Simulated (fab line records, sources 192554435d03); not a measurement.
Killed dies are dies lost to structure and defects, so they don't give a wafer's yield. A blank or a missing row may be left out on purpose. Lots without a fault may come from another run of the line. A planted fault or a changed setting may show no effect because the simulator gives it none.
Split-lot experiment | flow n5_finfet | 7 lots, 21 wafers read, on a route of 1938 steps

THE SPLIT
At N5_BEOL_M12_COAT_65 (time 60 s, resist thk 300 nm), the setting spin_rpm was moved away from the recipe's 1500 rpm on 8 of the 21 wafers read, by -5.2% to +6.7%. The other wafers ran this setting at the recipe's value.

The reading is taken at the split's own step.

THE READING
SOC_of_BEOL_M12_COAT_65.thk_nm (the simulator's own value, which no gauge read), in nm, at N5_BEOL_M12_COAT_65 (time 60 s, resist thk 300 nm). The file gives no usual value for it. The 13 wafers here that ran the recipe average 299.7 nm, standard deviation 0.76 nm.

wafer  | tool, chamber at the split | spin_rpm as run, rpm | against the recipe | SOC_of_BEOL_M12_COAT_65.thk_nm, nm | against lot-mates on the recipe
L076.4 | litho_track-02, 0          | 1594                 | +6.3%              | 291.6                              | no lot-mate on the recipe
L076.5 | litho_track-02, 0          | 1594                 | +6.3%              | 291                                | no lot-mate on the recipe
L076.6 | litho_track-02, 0          | 1594                 | +6.3%              | 290.4                              | no lot-mate on the recipe
L079.2 | litho_track-04, 0          | 1500                 | recipe             | 300.2                              | -
L079.3 | litho_track-04, 0          | 1500                 | recipe             | 299.2                              | -
L079.4 | litho_track-04, 0          | 1500                 | recipe             | 299.6                              | -
L080.1 | litho_track-02, 0          | 1422                 | -5.2%              | 308.4                              | +8.4
L080.3 | litho_track-02, 0          | 1500                 | recipe             | 300                                | -
L080.6 | litho_track-02, 0          | 1422                 | -5.2%              | 307.4                              | +7.4
L084.1 | litho_track-03, 0          | 1601                 | +6.7%              | 290.6                              | -9.8
L084.2 | litho_track-03, 0          | 1500                 | recipe             | 300.4                              | -
L084.4 | litho_track-03, 0          | 1500                 | recipe             | 300.4                              | -
L088.3 | litho_track-04, 0          | 1500                 | recipe             | 300                                | -
L088.4 | litho_track-04, 0          | 1543                 | +2.9%              | 297.2                              | -2.8
L088.5 | litho_track-04, 0          | 1543                 | +2.9%              | 295.8                              | -4.2
L087.2 | litho_track-04, 0          | 1500                 | recipe             | 298.4                              | -
L087.3 | litho_track-04, 0          | 1500                 | recipe             | 298.4                              | -
L087.4 | litho_track-04, 0          | 1500                 | recipe             | 298.8                              | -
L092.1 | litho_track-03, 0          | 1500                 | recipe             | 300.8                              | -
L092.2 | litho_track-03, 0          | 1500                 | recipe             | 300.4                              | -
L092.3 | litho_track-03, 0          | 1500                 | recipe             | 299.8                              | -

THE FIT
A straight line over all 21 wafers: SOC_of_BEOL_M12_COAT_65.thk_nm changes by -1.43 nm for each +1% of spin_rpm; r = -0.99; the points scatter about the line by 0.79 nm.
The same after taking each lot's own level away (the mean of its wafers on the recipe; 18 wafers): -1.45 nm for each +1%; r = -0.99; scatter 0.47 nm.
On that fit, the largest move of spin_rpm shifts the reading by 9.8 nm.
The lots' own levels span 298.53 to 300.40 nm, that is 2.4 times the standard deviation above.
So the lot-to-lot level changes the slope little: the two slopes agree.
Check: with one of the wafers moved furthest among these (+6.7%) left out of the fit, the line predicts -9.59 nm for it against its lot-mates. It came out at -9.8 nm against them.

OTHER SPLITS ON THESE WAFERS
These wafers also went through other splits before the reading. Each is held against what the fit with the lots' levels taken away leaves over:
other split on the same wafers    | wafers away from the commonest value | r with SOC_of_BEOL_M12_COAT_65.thk_nm (lot level and that fit taken away)
N5_BEOL_M8_COAT_22 spin_rpm       | 8                                    | -0.32
N5_BEOL_M9_ETCH_61 source_w       | 8                                    | +0.38
N5_BEOL_M9_COAT_64 spin_rpm       | 7                                    | +0.23
N5_BEOL_M10_COAT_59 spin_rpm      | 9                                    | -0.13
N5_BEOL_M10_COAT_60 spin_rpm      | 9                                    | -0.30
N5_BEOL_M11_TRENCH_ETCH_37 bias_w | 8                                    | -0.29

THE FILE'S OWN FIT
SOC_of_BEOL_M12_COAT_65.thk_nm changes by -1.45 nm for each +1% of spin_rpm, r = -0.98.
